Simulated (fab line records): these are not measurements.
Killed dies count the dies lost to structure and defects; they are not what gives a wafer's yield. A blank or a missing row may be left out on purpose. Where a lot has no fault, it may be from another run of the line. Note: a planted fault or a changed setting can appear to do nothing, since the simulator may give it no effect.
Tool commonality check	flow nandHarc	3 lots and 9 wafers in the sample

THE REASON FOR OPENING IT
Flagged at NHARC_END_SORT_01: reading killedAtArray, on 2 of 3 lots. No-fault wafers: 51, standard deviation 18.
Rule: a lot is flagged when every wafer of it that has a number lies more than 4 standard deviations from that mean, or none has a number. All remaining lots are regarded as sound.

lot	measured	on	killedAtArray, wafer by wafer	flag
L412	day 30 21:21	prober-01	65 45 62	
L418	day 31 20:42	prober-02	669 673 673	FLAGGED
L417	day 32 03:34	prober-01	670 668 673	FLAGGED
The mean of the flagged lots' numbers is 671, +620 from the usual (+34 standard deviations).

WHICH TOOL EACH LOT WENT THROUGH
The record holds 3 process steps before the reading, out of a route of 1302 steps. Every cell lists first the tool, next ch and the chambers used by the sampled wafers, and last the start.
lot	flag	NHARC_A_STAIRCASE_ETCH_13	NHARC_A_STAIRCASE_TRIM_14	NHARC_A_STAIRCASE_ETCH_27
L412		rieDiel-09 ch 1,3, day 21 15:27 or earlier	rieDiel-09 ch 0,3, day 21 15:27	rieDiel-09 ch 1,3, day 30 21:21 or earlier
L418	FLAGGED	rieDiel-09 ch 1,2, day 23 01:08 or earlier	rieDiel-09 ch 0,1, day 23 01:08	rieDiel-06 ch 1,2,3, day 31 20:42 or earlier
L417	FLAGGED	rieDiel-06 ch 0,2,3, day 23 04:17 or earlier	rieDiel-06 ch 0,1,3, day 23 04:17	rieDiel-09 ch 0,1, day 32 03:34 or earlier
What the steps here do:
- NHARC_A_STAIRCASE_ETCH_13: etches the open film in C4F8/O2, target depth 100 nm, time 40.5 s.
- NHARC_A_STAIRCASE_TRIM_14: chemistry O2, time 211.2 s.
- NHARC_A_STAIRCASE_ETCH_27: etches the open film in C4F8/O2, target depth 100 nm, time 40.5 s.
- NHARC_END_SORT_01

FLAGGED AGAINST TOTAL, ONE TOOL AT A TIME (gauges that did the reading follow at the end)
step	tool	lots run	flagged	share of the flagged lots	sound lots run after its first flagged lot
NHARC_A_STAIRCASE_ETCH_13	rieDiel-06	1	1	some	0
NHARC_A_STAIRCASE_ETCH_13	rieDiel-09	2	1	some	0
NHARC_A_STAIRCASE_TRIM_14	rieDiel-06	1	1	some	0
NHARC_A_STAIRCASE_TRIM_14	rieDiel-09	2	1	some	0
NHARC_A_STAIRCASE_ETCH_27	rieDiel-06	1	1	some	0
NHARC_A_STAIRCASE_ETCH_27	rieDiel-09	2	1	some	0
NHARC_END_SORT_01	prober-01	2	1	some	0
NHARC_END_SORT_01	prober-02	1	1	some	0
NHARC_A_STAIRCASE_ETCH_13: start missing for some lots; hours and lot order therefore follow NHARC_A_STAIRCASE_TRIM_14. NHARC_A_STAIRCASE_ETCH_27: start missing for some lots; hours and lot order therefore follow NHARC_END_SORT_01.

WHAT THE TABLE PERMITS
No row of the table ran every flagged lot.

WHAT HAD BEEN PUT IN BY THE SIMULATOR
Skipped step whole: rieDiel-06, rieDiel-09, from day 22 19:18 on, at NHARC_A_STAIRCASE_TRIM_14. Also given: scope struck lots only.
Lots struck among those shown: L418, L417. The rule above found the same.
